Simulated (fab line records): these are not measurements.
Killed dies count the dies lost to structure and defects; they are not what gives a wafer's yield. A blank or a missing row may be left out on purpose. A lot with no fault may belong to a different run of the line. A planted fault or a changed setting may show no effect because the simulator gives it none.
A lot that was struck, set against a sound lot :: flow n5Finfet :: 18 out of 1938 route steps
Sound: wafers L173.1, L173.2, L173.5. Wafers L183.3, L183.5 were the ones struck. The cause is given at the end.
Each step with rows lists, per side, the tool, then ch with its chambers, then its first start. Under that, the readings that differ: sound wafers :: struck wafers :: difference of the means :: sigmas: that difference in standard deviations of wafers without a fault.
alike: readings whose means differ by less than 2 such deviations, and words and numbers that are the same on both sides. not compared: withheld readings, readings that some wafer has no value for, bounds like >300 that may hide the same value, and numbers for which the record gives no deviation and whose values overlap.
Wherever a step has rows on one side only, a row that says differs or no value, or a row with sigmas, the two part there. Numbers that have no deviation but don't overlap get no sigmas and don't part them. Lack of a reading on every wafer of one side parts them only where that side has two or more wafers.

first, 7 steps without rows for these wafers: N5_BEOL_M0_SAQP_COAT_82 (time 60 s, resist thk 30 nm); N5_BEOL_M0_SAQP_COAT_08 (resist thk 90 nm); N5_BEOL_M0_SAQP_EBR_10; N5_BEOL_M0_SAQP_SOFTBAKE_09 (time 60 s); N5_BEOL_M0_SAQP_EXPOSE_11 (exposes mask M0 CORE, target cd 42 nm); N5_BEOL_M0_SAQP_PEB_12 (peb time 60 s); N5_BEOL_M0_SAQP_DEVELOP_13 (develop time 30 s).
N5_BEOL_M0_SAQP_CD_MEAS_14: target cd 42.5 nm.
  sound on cdSem-03 ch 0, day 6 09:00; struck on cdSem-01 ch 0, day 8 23:38
  alike: cdNm
N5_BEOL_M0_SAQP_OVL_MEAS_15:
  sound on overlay-02 ch 0, day 6 09:02; struck on overlay-01 ch 0, day 8 23:40
  alike: M0_CORE_OVL
N5_BEOL_M0_SAQP_INSPECT_16: inspects for defects (brightfield).
  struck on defectInspect-02, day 8 23:41; sound on defectInspect-02, day 6 09:03
  alike: rawDefectCount
N5_BEOL_M0_SAQP_DESCUM_19: chemistry O2, time 7.9 s.
  sound on rieDiel-06 ch 1,2,3, day 6 09:06; struck on rieDiel-06 ch 3, day 8 23:43
  alike: drypumpMotorCurrentA, oesProductAu, rfVppV, showerheadPlenumPTorr, throttleValvePct
  not compared: rfHoursCounterH
N5_BEOL_M0_SAQP_ETCH_83: etches SiARC in CF4, target depth 39 nm, time 65 s.
  sound on rieDiel-06 ch 1,2,3, day 6 09:08; struck on rieDiel-06 ch 3, day 8 23:45
  alike: drypumpMotorCurrentA, etchRfOnTimeS, oesProductAu, rfVppV, showerheadPlenumPTorr, throttleValvePct
  not compared: rfHoursCounterH
N5_BEOL_M0_SAQP_ETCH_84: etches SOC in N2/H2, target depth 100 nm, overetch 20 nm, time 150 s.
  sound on rieDiel-06 ch 1,2,3, day 6 09:11; struck on rieDiel-06 ch 3, day 8 23:48
reading: runLengthS (s)
sound: 174.2 172.7 173.1
struck: 183.4 182.7
difference: +9.7
sigmas: +22

reading: model.SiARC_of_BEOL_M0_SAQP_COAT_82.thkNm (nm)
sound: 24.2 24.2 24.4
struck: 23.8 23.8
difference: -0.5
sigmas: 
  alike: drypumpMotorCurrentA, oesProductAu, rfVppV, showerheadPlenumPTorr, throttleValvePct
  not compared: rfHoursCounterH
then, 1 step without rows for these wafers: N5_BEOL_M0_SAQP_STRIP_80 (strips in N2/H2).
N5_BEOL_M0_SAQP_HM_OPEN_112: chemistry CHF3/O2, target SiO2, stops on a-Si, target depth 12 nm, time 13.5 s.
  sound on rieDiel-06 ch 1,2,3, day 6 09:17; struck on rieDiel-06 ch 3, day 8 23:55
reading: model.etch.depthNm (nm)
sound: 12 11.92 12.12
struck: 11.45 11.51
difference: -0.53
sigmas: 
  alike: drypumpMotorCurrentA, oesProductAu, rfVppV, showerheadPlenumPTorr, throttleValvePct
  not compared: rfHoursCounterH
then, 1 step without rows for these wafers: N5_BEOL_M0_SAQP_STRIP_113 (strips in CHF3/O2).
-- the record jumps here: 2 days lie between the struck wafers' starts before and after (it left off in module BEOL_M0_SAQP and takes up again in module BEOL_M4, whose first step shown is number 1111 of the route) --
N5_BEOL_M4_RC_MEAS_101:
  sound on prober-02 ch 0, day 8 13:54; struck on prober-02 ch 0, day 11 09:58
  alike: DIBL_N, DIBL_P, IOFF_N, IOFF_P, ION_N, ION_P, SS_N, SS_P, VT_N, VT_P
next, for these wafers, 1 step has no rows: N5_PASSIVATION_PROBE_49.

## WHERE THEY PART
At N5_BEOL_M0_SAQP_ETCH_84 and nowhere else, as far as this record goes. Later steps at which nothing parts them and some readings are alike: N5_BEOL_M0_SAQP_HM_OPEN_112, N5_BEOL_M4_RC_MEAS_101.

WHY: whatever the simulator had introduced
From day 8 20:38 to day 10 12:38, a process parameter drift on rieDiel-06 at N5_BEOL_M0_SAQP_ETCH_84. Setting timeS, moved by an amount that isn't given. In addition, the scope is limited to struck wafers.
